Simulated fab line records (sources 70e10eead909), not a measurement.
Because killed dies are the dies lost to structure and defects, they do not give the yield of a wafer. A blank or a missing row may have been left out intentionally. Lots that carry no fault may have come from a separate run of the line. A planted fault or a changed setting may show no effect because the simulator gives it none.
fab line records :: flow nandHarc :: part 2 of 2: steps 24 to 30 of 30
[record]
  lots = 5
  wafers = 15
  lastDay = 24
route steps=1159 shown A_STAIRCASE@587
lots that met no fault: from a run of the same line without faults
startH: the number of hours between the record's first day and the start of the first shown wafer of the lot :: waitH: hours since the lot's step before :: " as in the row above :: L1.1+2: a single row standing in for several wafers :: - no value present, or no start provided :: * or withheld: withheld :: < > ~ a bound
route shown NAME@n: NAME is a module with steps in the file, n the number in the route of the first one :: usual: the fault-free wafers' mean and standard deviation :: same: alike in all rows :: chamber/n: place in a boat :: sites: readings site by site :: _std_site: standard deviation of those values :: _edge_site: the outer-site mean with the inner-site mean subtracted :: radiusMm: for every site, how far away it sits from the centre of the wafer :: mask NAME#n: copy n :: behind: tool/chamber where the wafer was last shaped :: hold: cause of the lot's hold/its duration in hours/its outcome :: device: the transistor (n, p or np) that didn't switch :: end of line: the tests these same wafers got at the end of their route :: step lacking rows: just its recipe :: killed: the dies lost at the first sort to structure and to defects; this is not the yield of the wafer :: map: a wafer's dies, x killed, . not, _ none there
set.NAME: setting as actually run; set.NAME@STEP: the setting as run at that earlier step :: model.NAME: the simulator's own value behind a step, which no gauge read
a table for each step, a row for each wafer; lots at some steps of the route
services: a tool's chamber out of use, with start hour (startH, from the record's first day; less than 0 if before it), hours out, and reason
[[steps]]
[step NHARC_A_STAIRCASE_DESCUM_219]
[recipe]
  timeS = 3
  o2FlowSccm = 200
  arFlowSccm = 0
  biasPowerW = 0
  chemistry = O2
[usual]
  drypumpMotorCurrentA = 5.72/0.27
  oesProductAu = 1.001/0.0096
  rfVppV = 57.6/1
  showerheadPlenumPTorr = 1.87/0.076
  throttleValvePct = 11.311/0.0096
lot.wafer: L074.4
tool: rieDiel-02
chamber: 0
startH: 249.16
waitH: -
drypumpMotorCurrentA: 5.10
oesProductAu: 1.007
rfHoursCounterH: 34
rfVppV: 58.0
showerheadPlenumPTorr: 1.77
throttleValvePct: 11.317

lot.wafer: L074.2
tool: rieDiel-02
chamber: 1
startH: 249.16
waitH: -
drypumpMotorCurrentA: 6.01
oesProductAu: 0.996
rfHoursCounterH: 32
rfVppV: 57.4
showerheadPlenumPTorr: 1.89
throttleValvePct: 11.301

lot.wafer: L074.5
tool: rieDiel-02
chamber: 3
startH: 249.16
waitH: -
drypumpMotorCurrentA: 5.62
oesProductAu: 1.020
rfHoursCounterH: -
rfVppV: 58.3
showerheadPlenumPTorr: 1.94
throttleValvePct: 11.316

lot.wafer: L078.2
tool: rieDiel-05
chamber: 3
startH: 265.57
waitH: -
drypumpMotorCurrentA: 5.53
oesProductAu: 1.002
rfHoursCounterH: 37
rfVppV: 58.7
showerheadPlenumPTorr: 1.99
throttleValvePct: 11.320

lot.wafer: L078.3
tool: rieDiel-05
chamber: 2
startH: 265.57
waitH: -
drypumpMotorCurrentA: 5.47
oesProductAu: 0.996
rfHoursCounterH: 38
rfVppV: 56.9
showerheadPlenumPTorr: 1.94
throttleValvePct: 11.298

lot.wafer: L078.5
tool: rieDiel-05
chamber: 3
startH: 265.57
waitH: -
drypumpMotorCurrentA: 5.55
oesProductAu: 0.998
rfHoursCounterH: -
rfVppV: 57.2
showerheadPlenumPTorr: 1.99
throttleValvePct: 11.309

lot.wafer: L082.1
tool: rieDiel-11
chamber: 2
startH: 292.86
waitH: -
drypumpMotorCurrentA: 5.98
oesProductAu: 0.988
rfHoursCounterH: 33
rfVppV: 57.1
showerheadPlenumPTorr: 1.82
throttleValvePct: 11.316

lot.wafer: L082.2
tool: rieDiel-11
chamber: 3
startH: 292.86
waitH: -
drypumpMotorCurrentA: 5.38
oesProductAu: 0.989
rfHoursCounterH: 28
rfVppV: 59.1
showerheadPlenumPTorr: 1.99
throttleValvePct: 11.299

lot.wafer: L082.5
tool: rieDiel-11
chamber: 2
startH: 292.86
waitH: -
drypumpMotorCurrentA: 5.97
oesProductAu: 0.996
rfHoursCounterH: -
rfVppV: 56.3
showerheadPlenumPTorr: 1.82
throttleValvePct: 11.307

lot.wafer: L089.2
tool: rieDiel-11
chamber: 2
startH: 333.64
waitH: -
drypumpMotorCurrentA: 5.92
oesProductAu: 1.003
rfHoursCounterH: 48
rfVppV: 58.3
showerheadPlenumPTorr: 1.82
throttleValvePct: 11.295

lot.wafer: L089.1
tool: rieDiel-11
chamber: 0
startH: 333.64
waitH: -
drypumpMotorCurrentA: 6.11
oesProductAu: 1.013
rfHoursCounterH: 44
rfVppV: 57.6
showerheadPlenumPTorr: 1.82
throttleValvePct: 11.313

lot.wafer: L089.5
tool: rieDiel-11
chamber: 0
startH: 333.64
waitH: -
drypumpMotorCurrentA: 6.13
oesProductAu: 1.000
rfHoursCounterH: -
rfVppV: 57.9
showerheadPlenumPTorr: 1.82
throttleValvePct: 11.321

lot.wafer: L094.4
tool: rieDiel-11
chamber: 2
startH: 355.11
waitH: -
drypumpMotorCurrentA: 5.95
oesProductAu: 1.005
rfHoursCounterH: 59
rfVppV: 58.4
showerheadPlenumPTorr: 1.81
throttleValvePct: 11.308

lot.wafer: L094.6
tool: rieDiel-11
chamber: 2
startH: 355.11
waitH: -
drypumpMotorCurrentA: 5.93
oesProductAu: 1.000
rfHoursCounterH: -
rfVppV: 56.2
showerheadPlenumPTorr: 1.81
throttleValvePct: 11.322

lot.wafer: L094.5
tool: rieDiel-11
chamber: 3
startH: 355.11
waitH: -
drypumpMotorCurrentA: 5.38
oesProductAu: 1.009
rfHoursCounterH: -
rfVppV: 58.2
showerheadPlenumPTorr: 1.99
throttleValvePct: 11.303
[step NHARC_A_STAIRCASE_TRIM_220]
[recipe]
  timeS = 211.2
  o2FlowSccm = 500
  arFlowSccm = 0
  biasW = 0
  chemistry = O2
[usual]
  drypumpMotorCurrentA = 5.75/0.26
  oesProductAu = 1.000/0.0094
  rfVppV = 57.6/0.9
  showerheadPlenumPTorr = 3.44/0.13
  throttleValvePct = 17.036/0.0088
lot.wafer: L074.4
tool: rieDiel-02
chamber: 2
startH: 249.25
waitH: 0.1
drypumpMotorCurrentA: 5.84
oesProductAu: 1.004
rfHoursCounterH: 31
rfVppV: 56.2
showerheadPlenumPTorr: 3.33
throttleValvePct: 17.026

lot.wafer: L074.2
tool: rieDiel-02
chamber: 3
startH: 249.25
waitH: 0.1
drypumpMotorCurrentA: 5.69
oesProductAu: 1.013
rfHoursCounterH: 33
rfVppV: 57.0
showerheadPlenumPTorr: 3.57
throttleValvePct: 17.032

lot.wafer: L074.5
tool: rieDiel-02
chamber: 1
startH: 249.25
waitH: 0.1
drypumpMotorCurrentA: 6.05
oesProductAu: 1.009
rfHoursCounterH: -
rfVppV: 56.9
showerheadPlenumPTorr: 3.50
throttleValvePct: 17.046

lot.wafer: L078.2
tool: rieDiel-05
chamber: 2
startH: 265.69
waitH: 0.1
drypumpMotorCurrentA: 5.49
oesProductAu: 0.999
rfHoursCounterH: 38
rfVppV: 57.7
showerheadPlenumPTorr: 3.58
throttleValvePct: 17.038

lot.wafer: L078.3
tool: rieDiel-05
chamber: 0
startH: 265.69
waitH: 0.1
drypumpMotorCurrentA: 5.63
oesProductAu: 0.977
rfHoursCounterH: 33
rfVppV: 57.6
showerheadPlenumPTorr: 3.39
throttleValvePct: 17.041

lot.wafer: L078.5
tool: rieDiel-05
chamber: 1
startH: 265.69
waitH: 0.1
drypumpMotorCurrentA: 5.70
oesProductAu: 0.995
rfHoursCounterH: -
rfVppV: 58.4
showerheadPlenumPTorr: 3.61
throttleValvePct: 17.034

lot.wafer: L082.1
tool: rieDiel-11
chamber: 2
startH: 293.03
waitH: 0.2
drypumpMotorCurrentA: 5.98
oesProductAu: 0.990
rfHoursCounterH: 33
rfVppV: 57.6
showerheadPlenumPTorr: 3.37
throttleValvePct: 17.037

lot.wafer: L082.2
tool: rieDiel-11
chamber: 1
startH: 293.03
waitH: 0.2
drypumpMotorCurrentA: 5.62
oesProductAu: 0.992
rfHoursCounterH: 30
rfVppV: 56.8
showerheadPlenumPTorr: 3.33
throttleValvePct: 17.030

lot.wafer: L082.5
tool: rieDiel-11
chamber: 3
startH: 293.03
waitH: 0.2
drypumpMotorCurrentA: 5.39
oesProductAu: 0.986
rfHoursCounterH: -
rfVppV: 56.7
showerheadPlenumPTorr: 3.66
throttleValvePct: 17.027

lot.wafer: L089.1
tool: rieDiel-11
chamber: 2
startH: 333.86
waitH: 0.2
drypumpMotorCurrentA: 5.95
oesProductAu: 0.997
rfHoursCounterH: 48
rfVppV: 56.4
showerheadPlenumPTorr: 3.36
throttleValvePct: 17.032

lot.wafer: L089.2
tool: rieDiel-11
chamber: 0
startH: 333.86
waitH: 0.2
drypumpMotorCurrentA: 6.13
oesProductAu: 1.002
rfHoursCounterH: 44
rfVppV: 58.1
showerheadPlenumPTorr: 3.36
throttleValvePct: 17.042

lot.wafer: L089.5
tool: rieDiel-11
chamber: 0
startH: 333.86
waitH: 0.2
drypumpMotorCurrentA: 6.15
oesProductAu: 1.001
rfHoursCounterH: -
rfVppV: 58.6
showerheadPlenumPTorr: 3.36
throttleValvePct: 17.044

lot.wafer: L094.4
tool: rieDiel-11
chamber: 3
startH: 355.36
waitH: 0.2
drypumpMotorCurrentA: 5.39
oesProductAu: 1.001
rfHoursCounterH: 41
rfVppV: 60.2
showerheadPlenumPTorr: 3.66
throttleValvePct: 17.041

lot.wafer: L094.6
tool: rieDiel-11
chamber: 0
startH: 355.36
waitH: 0.2
drypumpMotorCurrentA: 6.12
oesProductAu: 1.017
rfHoursCounterH: -
rfVppV: 57.6
showerheadPlenumPTorr: 3.36
throttleValvePct: 17.052

lot.wafer: L094.5
tool: rieDiel-11
chamber: 1
startH: 355.36
waitH: 0.2
drypumpMotorCurrentA: 5.66
oesProductAu: 0.993
rfHoursCounterH: -
rfVppV: 57.5
showerheadPlenumPTorr: 3.31
throttleValvePct: 17.023
[step NHARC_A_STAIRCASE_ETCH_221]
[recipe]
  targetDepthA = 1000
  timeS = 40.5
  ionEnergyEv = 400
  c4f8FlowSccm = 20
  o2FlowSccm = 10
  arFlowSccm = withheld
  rfW = 600
  biasW = 1000
  chemistry = C4F8/O2
[usual]
  oesProductAu = 0.934/0.016
  rfVppV = 893/4.8
lot.wafer: L074.4
tool: rieDiel-02
chamber: 1
startH: -
waitH: -
oesProductAu: 0.940
rfHoursCounterH: 32
rfVppV: 893

lot.wafer: L074.2
tool: rieDiel-02
chamber: 2
startH: -
waitH: -
oesProductAu: 0.963
rfHoursCounterH: 31
rfVppV: 889

lot.wafer: L074.5
tool: rieDiel-02
chamber: 2
startH: -
waitH: -
oesProductAu: 0.961
rfHoursCounterH: -
rfVppV: 889

lot.wafer: L078.3
tool: rieDiel-05
chamber: 3
startH: -
waitH: -
oesProductAu: 0.909
rfHoursCounterH: 37
rfVppV: 901

lot.wafer: L078.2
tool: rieDiel-05
chamber: 0
startH: -
waitH: -
oesProductAu: 0.919
rfHoursCounterH: 33
rfVppV: 892

lot.wafer: L078.5
tool: rieDiel-05
chamber: 0
startH: -
waitH: -
oesProductAu: 0.924
rfHoursCounterH: -
rfVppV: 891

lot.wafer: L082.2
tool: rieDiel-11
chamber: 2
startH: -
waitH: -
oesProductAu: 0.925
rfHoursCounterH: 34
rfVppV: 890

lot.wafer: L082.1
tool: rieDiel-11
chamber: 1
startH: -
waitH: -
oesProductAu: 0.918
rfHoursCounterH: 30
rfVppV: 887

lot.wafer: L082.5
tool: rieDiel-11
chamber: 3
startH: -
waitH: -
oesProductAu: 0.913
rfHoursCounterH: -
rfVppV: 902

lot.wafer: L089.2
tool: rieDiel-11
chamber: 2
startH: -
waitH: -
oesProductAu: 0.925
rfHoursCounterH: 48
rfVppV: 889

lot.wafer: L089.1
tool: rieDiel-11
chamber: 0
startH: -
waitH: -
oesProductAu: 0.930
rfHoursCounterH: 44
rfVppV: 890

lot.wafer: L089.5
tool: rieDiel-11
chamber: 1
startH: -
waitH: -
oesProductAu: 0.914
rfHoursCounterH: -
rfVppV: 890

lot.wafer: L094.4
tool: rieDiel-11
chamber: 0
startH: -
waitH: -
oesProductAu: 0.943
rfHoursCounterH: 56
rfVppV: 890

lot.wafer: L094.5
tool: rieDiel-11
chamber: 3
startH: -
waitH: -
oesProductAu: 0.920
rfHoursCounterH: -
rfVppV: 901

lot.wafer: L094.6
tool: rieDiel-11
chamber: 0
startH: -
waitH: -
oesProductAu: 0.945
rfHoursCounterH: -
rfVppV: 889
[step NHARC_A_STAIRCASE_TRIM_222]
[recipe]
  timeS = 211.2
  o2FlowSccm = 500
  arFlowSccm = 0
  biasW = 0
  chemistry = O2
[usual]
  drypumpMotorCurrentA = 5.74/0.27
  oesProductAu = 1.000/0.011
  rfVppV = 57.6/0.95
  showerheadPlenumPTorr = 3.44/0.13
  throttleValvePct = 17.037/0.0087
lot.wafer: L074.4
tool: rieDiel-02
chamber: 2
startH: -
waitH: -
drypumpMotorCurrentA: 5.81
oesProductAu: 1.019
rfHoursCounterH: 31
rfVppV: 57.4
showerheadPlenumPTorr: 3.33
throttleValvePct: 17.053

lot.wafer: L074.2
tool: rieDiel-02
chamber: 0
startH: -
waitH: -
drypumpMotorCurrentA: 5.10
oesProductAu: 1.011
rfHoursCounterH: 35
rfVppV: 59.7
showerheadPlenumPTorr: 3.29
throttleValvePct: 17.025

lot.wafer: L074.5
tool: rieDiel-02
chamber: 2
startH: -
waitH: -
drypumpMotorCurrentA: 5.83
oesProductAu: 1.014
rfHoursCounterH: -
rfVppV: 56.4
showerheadPlenumPTorr: 3.33
throttleValvePct: 17.036

lot.wafer: L078.3
tool: rieDiel-05
chamber: 3
startH: -
waitH: -
drypumpMotorCurrentA: 5.56
oesProductAu: 0.996
rfHoursCounterH: 37
rfVppV: 59.0
showerheadPlenumPTorr: 3.66
throttleValvePct: 17.035

lot.wafer: L078.2
tool: rieDiel-05
chamber: 0
startH: -
waitH: -
drypumpMotorCurrentA: 5.62
oesProductAu: 0.991
rfHoursCounterH: 33
rfVppV: 60.1
showerheadPlenumPTorr: 3.39
throttleValvePct: 17.035

lot.wafer: L078.5
tool: rieDiel-05
chamber: 2
startH: -
waitH: -
drypumpMotorCurrentA: 5.51
oesProductAu: 0.993
rfHoursCounterH: -
rfVppV: 57.5
showerheadPlenumPTorr: 3.58
throttleValvePct: 17.033

lot.wafer: L082.2
tool: rieDiel-11
chamber: 1
startH: -
waitH: -
drypumpMotorCurrentA: 5.63
oesProductAu: 0.991
rfHoursCounterH: 31
rfVppV: 56.9
showerheadPlenumPTorr: 3.33
throttleValvePct: 17.023

lot.wafer: L082.1
tool: rieDiel-11
chamber: 2
startH: -
waitH: -
drypumpMotorCurrentA: 5.98
oesProductAu: 0.994
rfHoursCounterH: 34
rfVppV: 58.6
showerheadPlenumPTorr: 3.37
throttleValvePct: 17.052

lot.wafer: L082.5
tool: rieDiel-11
chamber: 1
startH: -
waitH: -
drypumpMotorCurrentA: 5.65
oesProductAu: 0.997
rfHoursCounterH: -
rfVppV: 57.0
showerheadPlenumPTorr: 3.33
throttleValvePct: 17.033

lot.wafer: L089.2
tool: rieDiel-11
chamber: 0
startH: -
waitH: -
drypumpMotorCurrentA: 6.13
oesProductAu: 1.010
rfHoursCounterH: 44
rfVppV: 57.3
showerheadPlenumPTorr: 3.36
throttleValvePct: 17.047

lot.wafer: L089.1
tool: rieDiel-11
chamber: 1
startH: -
waitH: -
drypumpMotorCurrentA: 5.64
oesProductAu: 0.995
rfHoursCounterH: 47
rfVppV: 56.8
showerheadPlenumPTorr: 3.32
throttleValvePct: 17.027

lot.wafer: L089.5
tool: rieDiel-11
chamber: 0
startH: -
waitH: -
drypumpMotorCurrentA: 6.12
oesProductAu: 1.011
rfHoursCounterH: -
rfVppV: 57.9
showerheadPlenumPTorr: 3.36
throttleValvePct: 17.061

lot.wafer: L094.4
tool: rieDiel-11
chamber: 1
startH: -
waitH: -
drypumpMotorCurrentA: 5.62
oesProductAu: 1.005
rfHoursCounterH: 58
rfVppV: 56.8
showerheadPlenumPTorr: 3.31
throttleValvePct: 17.038

lot.wafer: L094.6
tool: rieDiel-11
chamber: 2
startH: -
waitH: -
drypumpMotorCurrentA: 5.98
oesProductAu: 0.993
rfHoursCounterH: -
rfVppV: 57.7
showerheadPlenumPTorr: 3.35
throttleValvePct: 17.034

lot.wafer: L094.5
tool: rieDiel-11
chamber: 3
startH: -
waitH: -
drypumpMotorCurrentA: 5.38
oesProductAu: 0.992
rfHoursCounterH: -
rfVppV: 59.5
showerheadPlenumPTorr: 3.66
throttleValvePct: 17.033
[step NHARC_A_STAIRCASE_ETCH_223]
[recipe]
  targetDepthA = 1000
  timeS = 40.5
  ionEnergyEv = 400
  c4f8FlowSccm = 20
  o2FlowSccm = 10
  arFlowSccm = withheld
  rfW = 600
  biasW = 1000
  chemistry = C4F8/O2
[usual]
  oesProductAu = 0.938/0.012
  rfVppV = 893/4.9
lot.wafer: L074.4
tool: rieDiel-02
chamber: 1
startH: -
waitH: -
oesProductAu: 0.941
rfHoursCounterH: 33
rfVppV: 895

lot.wafer: L074.2
tool: rieDiel-02
chamber: 3
startH: -
waitH: -
oesProductAu: 0.968
rfHoursCounterH: 34
rfVppV: 897

lot.wafer: L074.5
tool: rieDiel-02
chamber: 2
startH: -
waitH: -
oesProductAu: 0.955
rfHoursCounterH: -
rfVppV: 889

lot.wafer: L078.2
tool: rieDiel-05
chamber: 3
startH: -
waitH: -
oesProductAu: 0.919
rfHoursCounterH: 37
rfVppV: 901

lot.wafer: L078.3
tool: rieDiel-05
chamber: 1
startH: -
waitH: -
oesProductAu: 0.942
rfHoursCounterH: 34
rfVppV: 899

lot.wafer: L078.5
tool: rieDiel-05
chamber: 2
startH: -
waitH: -
oesProductAu: 0.931
rfHoursCounterH: -
rfVppV: 897

lot.wafer: L082.1
tool: rieDiel-11
chamber: 3
startH: -
waitH: -
oesProductAu: 0.934
rfHoursCounterH: 29
rfVppV: 900

lot.wafer: L082.2
tool: rieDiel-11
chamber: 0
startH: -
waitH: -
oesProductAu: 0.947
rfHoursCounterH: 28
rfVppV: 889

lot.wafer: L082.5
tool: rieDiel-11
chamber: 3
startH: -
waitH: -
oesProductAu: 0.927
rfHoursCounterH: -
rfVppV: 902

lot.wafer: L089.2
tool: rieDiel-11
chamber: 2
startH: -
waitH: -
oesProductAu: 0.925
rfHoursCounterH: 48
rfVppV: 890

lot.wafer: L089.1
tool: rieDiel-11
chamber: 1
startH: -
waitH: -
oesProductAu: 0.934
rfHoursCounterH: 47
rfVppV: 888

lot.wafer: L089.5
tool: rieDiel-11
chamber: 2
startH: -
waitH: -
oesProductAu: 0.929
rfHoursCounterH: -
rfVppV: 890

lot.wafer: L094.4
tool: rieDiel-11
chamber: 2
startH: -
waitH: -
oesProductAu: 0.925
rfHoursCounterH: 59
rfVppV: 888

lot.wafer: L094.5
tool: rieDiel-11
chamber: 0
startH: -
waitH: -
oesProductAu: 0.955
rfHoursCounterH: -
rfVppV: 889

lot.wafer: L094.6
tool: rieDiel-11
chamber: 1
startH: -
waitH: -
oesProductAu: 0.932
rfHoursCounterH: -
rfVppV: 887
[step NHARC_A_STAIRCASE_TRIM_224]
[recipe]
  timeS = 211.2
  o2FlowSccm = 500
  arFlowSccm = 0
  biasW = 0
  chemistry = O2
[usual]
  drypumpMotorCurrentA = 5.74/0.26
  oesProductAu = 1.001/0.0089
  rfVppV = 57.7/0.94
  showerheadPlenumPTorr = 3.44/0.13
  throttleValvePct = 17.036/0.0092
lot.wafer: L074.2
tool: rieDiel-02
chamber: 3
startH: -
waitH: -
drypumpMotorCurrentA: 5.71
oesProductAu: 0.999
rfHoursCounterH: 34
rfVppV: 58.7
showerheadPlenumPTorr: 3.57
throttleValvePct: 17.048

lot.wafer: L074.4
tool: rieDiel-02
chamber: 0
startH: -
waitH: -
drypumpMotorCurrentA: 5.11
oesProductAu: 1.009
rfHoursCounterH: 35
rfVppV: 59.0
showerheadPlenumPTorr: 3.29
throttleValvePct: 17.033

lot.wafer: L074.5
tool: rieDiel-02
chamber: 0
startH: -
waitH: -
drypumpMotorCurrentA: 5.08
oesProductAu: 1.014
rfHoursCounterH: -
rfVppV: 57.7
showerheadPlenumPTorr: 3.29
throttleValvePct: 17.042

lot.wafer: L078.3
tool: rieDiel-05
chamber: 2
startH: -
waitH: -
drypumpMotorCurrentA: 5.48
oesProductAu: 1.004
rfHoursCounterH: 38
rfVppV: 58.4
showerheadPlenumPTorr: 3.58
throttleValvePct: 17.029

lot.wafer: L078.2
tool: rieDiel-05
chamber: 3
startH: -
waitH: -
drypumpMotorCurrentA: 5.56
oesProductAu: 0.996
rfHoursCounterH: 37
rfVppV: 58.8
showerheadPlenumPTorr: 3.66
throttleValvePct: 17.042

lot.wafer: L078.5
tool: rieDiel-05
chamber: 3
startH: -
waitH: -
drypumpMotorCurrentA: 5.55
oesProductAu: 0.994
rfHoursCounterH: -
rfVppV: 57.7
showerheadPlenumPTorr: 3.66
throttleValvePct: 17.026

lot.wafer: L082.2
tool: rieDiel-11
chamber: 2
startH: -
waitH: -
drypumpMotorCurrentA: 5.95
oesProductAu: 0.995
rfHoursCounterH: 34
rfVppV: 57.0
showerheadPlenumPTorr: 3.37
throttleValvePct: 17.021

lot.wafer: L082.1
tool: rieDiel-11
chamber: 3
startH: -
waitH: -
drypumpMotorCurrentA: 5.39
oesProductAu: 1.004
rfHoursCounterH: 29
rfVppV: 57.5
showerheadPlenumPTorr: 3.66
throttleValvePct: 17.043

lot.wafer: L082.5
tool: rieDiel-11
chamber: 0
startH: -
waitH: -
drypumpMotorCurrentA: 6.11
oesProductAu: 1.000
rfHoursCounterH: -
rfVppV: 56.6
showerheadPlenumPTorr: 3.37
throttleValvePct: 17.023

lot.wafer: L089.1
tool: rieDiel-11
chamber: 2
startH: -
waitH: -
drypumpMotorCurrentA: 5.94
oesProductAu: 1.000
rfHoursCounterH: 48
rfVppV: 57.3
showerheadPlenumPTorr: 3.36
throttleValvePct: 17.045

lot.wafer: L089.2
tool: rieDiel-11
chamber: 0
startH: -
waitH: -
drypumpMotorCurrentA: 6.14
oesProductAu: 1.012
rfHoursCounterH: 45
rfVppV: 56.9
showerheadPlenumPTorr: 3.36
throttleValvePct: 17.040

lot.wafer: L089.5
tool: rieDiel-11
chamber: 1
startH: -
waitH: -
drypumpMotorCurrentA: 5.62
oesProductAu: 1.004
rfHoursCounterH: -
rfVppV: 56.5
showerheadPlenumPTorr: 3.32
throttleValvePct: 17.022

lot.wafer: L094.4
tool: rieDiel-11
chamber: 0
startH: -
waitH: -
drypumpMotorCurrentA: 6.14
oesProductAu: 1.020
rfHoursCounterH: 56
rfVppV: 56.7
showerheadPlenumPTorr: 3.36
throttleValvePct: 17.026

lot.wafer: L094.6
tool: rieDiel-11
chamber: 0
startH: -
waitH: -
drypumpMotorCurrentA: 6.15
oesProductAu: 1.009
rfHoursCounterH: -
rfVppV: 57.1
showerheadPlenumPTorr: 3.36
throttleValvePct: 17.032

lot.wafer: L094.5
tool: rieDiel-11
chamber: 1
startH: -
waitH: -
drypumpMotorCurrentA: 5.63
oesProductAu: 1.000
rfHoursCounterH: -
rfVppV: 56.2
showerheadPlenumPTorr: 3.31
throttleValvePct: 17.018
[step NHARC_A_STAIRCASE_ETCH_225]
[recipe]
  targetDepthA = 1000
  timeS = 40.5
  ionEnergyEv = 400
  c4f8FlowSccm = 20
  o2FlowSccm = 10
  arFlowSccm = withheld
  rfW = 600
  biasW = 1000
  chemistry = C4F8/O2
[usual]
  oesProductAu = 0.939/0.012
  rfVppV = 893/4.8
lot.wafer: L074.2
tool: rieDiel-02
chamber: 1
startH: -
waitH: -
oesProductAu: 0.942
rfHoursCounterH: 33
rfVppV: 896

lot.wafer: L074.4
tool: rieDiel-02
chamber: 2
startH: -
waitH: -
oesProductAu: 0.967
rfHoursCounterH: 32
rfVppV: 888

lot.wafer: L074.5
tool: rieDiel-02
chamber: 1
startH: -
waitH: -
oesProductAu: 0.942
rfHoursCounterH: -
rfVppV: 894

lot.wafer: L078.3
tool: rieDiel-05
chamber: 3
startH: -
waitH: -
oesProductAu: 0.930
rfHoursCounterH: 37
rfVppV: 901

lot.wafer: L078.2
tool: rieDiel-05
chamber: 2
startH: -
waitH: -
oesProductAu: 0.929
rfHoursCounterH: 38
rfVppV: 898

lot.wafer: L078.5
tool: rieDiel-05
chamber: 0
startH: -
waitH: -
oesProductAu: 0.933
rfHoursCounterH: -
rfVppV: 891

lot.wafer: L082.1
tool: rieDiel-11
chamber: 2
startH: -
waitH: -
oesProductAu: 0.935
rfHoursCounterH: 34
rfVppV: 891

lot.wafer: L082.2
tool: rieDiel-11
chamber: 3
startH: -
waitH: -
oesProductAu: 0.944
rfHoursCounterH: 29
rfVppV: 902

lot.wafer: L082.5
tool: rieDiel-11
chamber: 1
startH: -
waitH: -
oesProductAu: 0.935
rfHoursCounterH: -
rfVppV: 888

lot.wafer: L089.1
tool: rieDiel-11
chamber: 1
startH: -
waitH: -
oesProductAu: 0.932
rfHoursCounterH: 47
rfVppV: 887

lot.wafer: L089.2
tool: rieDiel-11
chamber: 0
startH: -
waitH: -
oesProductAu: 0.942
rfHoursCounterH: 45
rfVppV: 889

lot.wafer: L089.5
tool: rieDiel-11
chamber: 0
startH: -
waitH: -
oesProductAu: 0.948
rfHoursCounterH: -
rfVppV: 888

lot.wafer: L094.4
tool: rieDiel-11
chamber: 0
startH: -
waitH: -
oesProductAu: 0.956
rfHoursCounterH: 57
rfVppV: 888

lot.wafer: L094.5
tool: rieDiel-11
chamber: 0
startH: -
waitH: -
oesProductAu: 0.959
rfHoursCounterH: -
rfVppV: 888

lot.wafer: L094.6
tool: rieDiel-11
chamber: 1
startH: -
waitH: -
oesProductAu: 0.933
rfHoursCounterH: -
rfVppV: 889
[[services]]
tool: rieDiel-05
chamber: 1
startH: 223.34
hours: 2.1
kind: repair

tool: plasmaAsher-01
chamber: -
startH: 227.17
hours: 6.5
kind: repair

tool: rieDiel-11
chamber: 3
startH: 230.67
hours: 8.3
kind: repair

tool: rieDiel-11
chamber: 0
startH: 231.29
hours: 6.4
kind: repair

tool: lithoTrack-05
chamber: -
startH: 237.00
hours: 7.0
kind: pm

tool: plasmaAsher-01
chamber: -
startH: 240.88
hours: 2.7
kind: repair

tool: wetBench-07
chamber: -
startH: 272.00
hours: 8.0
kind: pm

tool: rieDiel-02
chamber: 2
startH: 274.32
hours: 1.4
kind: repair

tool: plasmaAsher-01
chamber: -
startH: 276.60
hours: 9.0
kind: pm

tool: rieDiel-11
chamber: 3
startH: 278.25
hours: 3.4
kind: repair

tool: plasmaAsher-01
chamber: -
startH: 285.73
hours: 1.4
kind: repair

tool: wetBench-09
chamber: -
startH: 288.80
hours: 8.0
kind: pm

tool: rieDiel-05
chamber: 0
startH: 294.72
hours: 5.7
kind: repair

tool: krfScanner-04
chamber: -
startH: 298.00
hours: 4.0
kind: pm

tool: rieDiel-02
chamber: 0
startH: 303.23
hours: 3.9
kind: repair

tool: rieDiel-05
chamber: 1
startH: 305.50
hours: 14.4
kind: repair

tool: rieDiel-11
chamber: 3
startH: 319.62
hours: 27.1
kind: repair

tool: rieDiel-11
chamber: 2
startH: 319.79
hours: 1.4
kind: repair

tool: wetBench-03
chamber: -
startH: 322.44
hours: 8.0
kind: pm

tool: rieDiel-02
chamber: -
startH: 327.82
hours: 9.0
kind: pm

tool: krfScanner-02
chamber: -
startH: 336.38
hours: 0.3
kind: repair

tool: lithoTrack-02
chamber: -
startH: 340.02
hours: 7.0
kind: pm

tool: rieDiel-05
chamber: -
startH: 340.70
hours: 9.0
kind: pm

tool: rieDiel-05
chamber: -
startH: 352.65
hours: 0.9
kind: repair
